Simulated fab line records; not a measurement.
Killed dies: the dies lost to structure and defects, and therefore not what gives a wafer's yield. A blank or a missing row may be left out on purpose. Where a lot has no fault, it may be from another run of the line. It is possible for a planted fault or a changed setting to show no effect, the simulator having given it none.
Comparing a struck lot with a sound one	flow nand_harc	13 steps out of a route of 1159
Sound: wafers L551.4, L551.5, L551.6. Struck: wafer L534.3 (left out: L534.1, a lot-mate that was not struck); the cause follows at the end.
At each step with rows: each side's tool, then ch and its chambers, then its first start. Under that, the readings that differ: sound wafers	struck wafers	difference of the means	sigmas: that difference in standard deviations of wafers without a fault.
alike: a reading whose means differ by less than 2 such deviations, as well as words and numbers matching on both sides. not compared: withheld readings; readings where some wafer has no value; bounds like >300 that might hide an equal value; numbers whose values overlap and for which the record gives no deviation.
Wherever a step has rows on one side only, a row that says differs or no value, or a row with sigmas, the two part there. Numbers that don't overlap but have no deviation are shown without sigmas and don't part them. A reading that every wafer of one side lacks parts them only if that side has two wafers or more.

NHARC_A_SLIT_ETCH_26: etches the open film in C4F8/O2/Ar, time 90 s, target depth 400 nm.
  sound on har_etch-01 ch 0,1, day 18 23:35; struck on har_etch-01 ch 0, day 15 03:38
  alike: drypump_motor_current_A, rf_fwd_power_W, showerhead_plenum_p_Torr, throttle_valve_pct
  not compared: rf_hours_counter_h
then, 1 step without rows for these wafers: NHARC_A_SLIT_STRIP_28 (strips in O2/COS).
NHARC_A_SLIT_ETCH_29: etches the open film in CF4/O2, target depth 100 nm, overetch 10 nm, time 55 s.
  sound on rie_diel-06 ch 0,2,3, day 19 00:07; struck on rie_diel-13 ch 3, day 15 04:13
reading	sound	struck	difference	sigmas
oes_product_au (a.u.)	0.992 0.996 1.015	0.976	-0.025	-3
  alike: drypump_motor_current_A, rf_fwd_power_W, rf_vpp_V, showerhead_plenum_p_Torr, throttle_valve_pct
  not compared: rf_hours_counter_h
NHARC_A_SLIT_STRIP_18: strips in O2.
  sound on rie_diel-06 ch 0,1,2; struck on rie_diel-13 ch 2
  alike: drypump_motor_current_A, oes_product_au, rf_vpp_V, showerhead_plenum_p_Torr, throttle_valve_pct
  not compared: rf_hours_counter_h
then, 2 steps without rows for these wafers: NHARC_A_SLIT_PRECLEAN_19 (cleans in SC1); NHARC_A_SLIT_SRD_20.
NHARC_A_SLIT_CD_MEAS_21:
  struck on cd_sem-01, day 15 04:46; sound on cd_sem-02, day 19 00:38
  alike: cd_nm
then, 3 steps without rows for these wafers: NHARC_A_SIN_REMOVE_WET_00 (chemistry H3PO4, time 15300 s); NHARC_A_SIN_REMOVE_PRECLEAN_01 (cleans in SC1); NHARC_A_SIN_REMOVE_SRD_02.
NHARC_A_SIN_REMOVE_INSPECT_04:
  struck on defect_inspect-01, day 15 11:19; sound on defect_inspect-02, day 19 08:16
  alike: raw_defect_count
NHARC_A_WL_FILL_ALD_00: deposits Al2O3, target thk 3 nm, pulse time 3 s, ald cycles 30.
  sound on ald_hk-03 ch 0,1,2, day 19 08:25; struck on ald_hk-03 ch 2, day 15 12:17
reading	sound	struck	difference	sigmas
ald_cycles	30 30 30	42	+12	
  alike: heater_power_w, precursor_pulse_height_rel, susceptor_temp_C
  not compared: since_wet_clean_h
NHARC_A_WL_FILL_RTA_01: time 5 s.
  sound on rtp_anneal-01 ch 0, day 19 08:40; struck on rtp_anneal-01 ch 0, day 15 12:43
  alike: lamp_power_pct, wafer_temp_C_max

== WHERE THEY PART ==
NHARC_A_SLIT_ETCH_29 only, going by this record. Later steps at which nothing parts them and some readings are alike: NHARC_A_SLIT_STRIP_18, NHARC_A_SLIT_CD_MEAS_21, NHARC_A_SIN_REMOVE_INSPECT_04, NHARC_A_WL_FILL_ALD_00, NHARC_A_WL_FILL_RTA_01.

WHY: whatever the simulator had introduced
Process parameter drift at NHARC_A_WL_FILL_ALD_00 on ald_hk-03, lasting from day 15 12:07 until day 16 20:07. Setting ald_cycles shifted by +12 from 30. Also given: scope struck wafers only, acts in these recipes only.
